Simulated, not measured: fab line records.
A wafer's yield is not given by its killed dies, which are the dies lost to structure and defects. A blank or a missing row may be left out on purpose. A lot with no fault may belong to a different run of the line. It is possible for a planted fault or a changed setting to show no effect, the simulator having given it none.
Split-lot trial -- flow n5 finfet -- 39 wafers read across 7 lots, on a route 1938 steps long

SPLIT DETAILS
At N5_DUMMY_GATE_ETCH_32 (etches SiO2 in CF4, target depth 3.5 nm, time 3.9 s), the setting time s was moved away from the recipe's 3.9 s on 12 of the 39 wafers read, by -19.2% to -10.8%. This setting was run at the recipe's value on the other wafers.

The reading is taken at the split's own step.

THE READING
etch.depth nm (the simulator's own value, which no gauge read), in nm, at N5_DUMMY_GATE_ETCH_32 (etches SiO2 in CF4, target depth 3.5 nm, time 3.9 s). The file does not state a usual value for it. Here, 27 wafers ran the recipe; their average is 3.469 nm with a standard deviation of 0.045 nm.

wafer,"tool, chamber at the split","time s as run, s",against the recipe,"etch.depth nm, nm",against lot-mates on the recipe
L076.1,"rie si-04, 2",3.9,recipe,3.5,-
L076.2,"rie si-04, 0",3.9,recipe,3.556,-
L076.3,"rie si-04, 1",3.466,-11.1%,3.08,-0.429
L076.4,"rie si-04, 3",3.9,recipe,3.47,-
L076.5,"rie si-04, 3",3.466,-11.1%,3.105,-0.404
L076.6,"rie si-04, 0",3.466,-11.1%,3.153,-0.356
L079.1,"rie si-04, 1",3.9,recipe,3.446,-
L079.2,"rie si-04, 3",3.9,recipe,3.455,-
L079.4,"rie si-04, 2",3.9,recipe,3.479,-
L082.1,"rie si-05, 2",3.9,recipe,3.457,-
L082.2,"rie si-05, 0",3.9,recipe,3.496,-
L082.3,"rie si-05, 3",3.9,recipe,3.568,-
L082.4,"rie si-05, 1",3.9,recipe,3.42,-
L082.5,"rie si-05, 0",3.9,recipe,3.458,-
L082.6,"rie si-05, 1",3.9,recipe,3.411,-
L088.1,"rie si-02, 1",3.9,recipe,3.459,-
L088.2,"rie si-02, 0",3.9,recipe,3.446,-
L088.3,"rie si-02, 2",3.477,-10.8%,3.105,-0.353
L088.4,"rie si-02, 2",3.477,-10.8%,3.121,-0.337
L088.5,"rie si-02, 1",3.9,recipe,3.468,-
L088.6,"rie si-02, 0",3.477,-10.8%,3.075,-0.383
L090.1,"rie si-05, 2",3.9,recipe,3.503,-
L090.2,"rie si-05, 3",3.9,recipe,3.588,-
L090.3,"rie si-05, 1",3.9,recipe,3.445,-
L090.4,"rie si-05, 0",3.9,recipe,3.477,-
L090.5,"rie si-05, 1",3.9,recipe,3.413,-
L090.6,"rie si-05, 0",3.9,recipe,3.506,-
L091.1,"rie si-05, 1",3.9,recipe,3.431,-
L091.2,"rie si-05, 3",3.358,-13.9%,3.074,-0.377
L091.3,"rie si-05, 0",3.9,recipe,3.484,-
L091.4,"rie si-05, 2",3.358,-13.9%,3.02,-0.431
L091.5,"rie si-05, 1",3.9,recipe,3.437,-
L091.6,"rie si-05, 0",3.358,-13.9%,3.002,-0.449
L095.1,"rie si-02, 2",3.15,-19.2%,2.807,-0.624
L095.2,"rie si-02, 3",3.9,recipe,3.454,-
L095.3,"rie si-02, 0",3.9,recipe,3.404,-
L095.4,"rie si-02, 1",3.15,-19.2%,2.774,-0.657
L095.5,"rie si-02, 2",3.15,-19.2%,2.81,-0.621
L095.6,"rie si-02, 3",3.9,recipe,3.434,-

FIT RESULTS
A straight line over all 39 wafers: etch.depth nm changes by +0.0336 nm for each +1% of time s; r = +0.98; the points scatter about the line by 0.043 nm.
The same after taking each lot's own level away (the mean of its wafers on the recipe; 39 wafers): +0.0326 nm for each +1%; r = +0.98; scatter 0.039 nm.
The reading moves by 0.63 nm for the largest change in time s, on that fit.
From 3.4307 to 3.5087 nm: that is the span of the lots' own levels, equal to 1.7 times the standard deviation above.
Consequently the slope shifts little with the lot-to-lot level, the two slopes agreeing.
Check: -0.629 nm against its lot-mates is what the line predicts for one of the wafers moved furthest among these (-19.2%) when that wafer is left out of the fit. It came out at -0.624 nm against them.

FURTHER SPLITS ON THESE WAFERS
Note: prior to the reading, these wafers also went through further splits. Each is held against what the fit with the lots' levels taken away leaves over:
other split on the same wafers,wafers away from the commonest value,r with etch.depth nm (lot level and that fit taken away)
N5_DUMMY_GATE_EXPOSE_12 dose mj,9,+0.32

THE FILE'S OWN FIT
etch.depth nm changes by +0.0327 nm for each +1% of time s, r = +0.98.
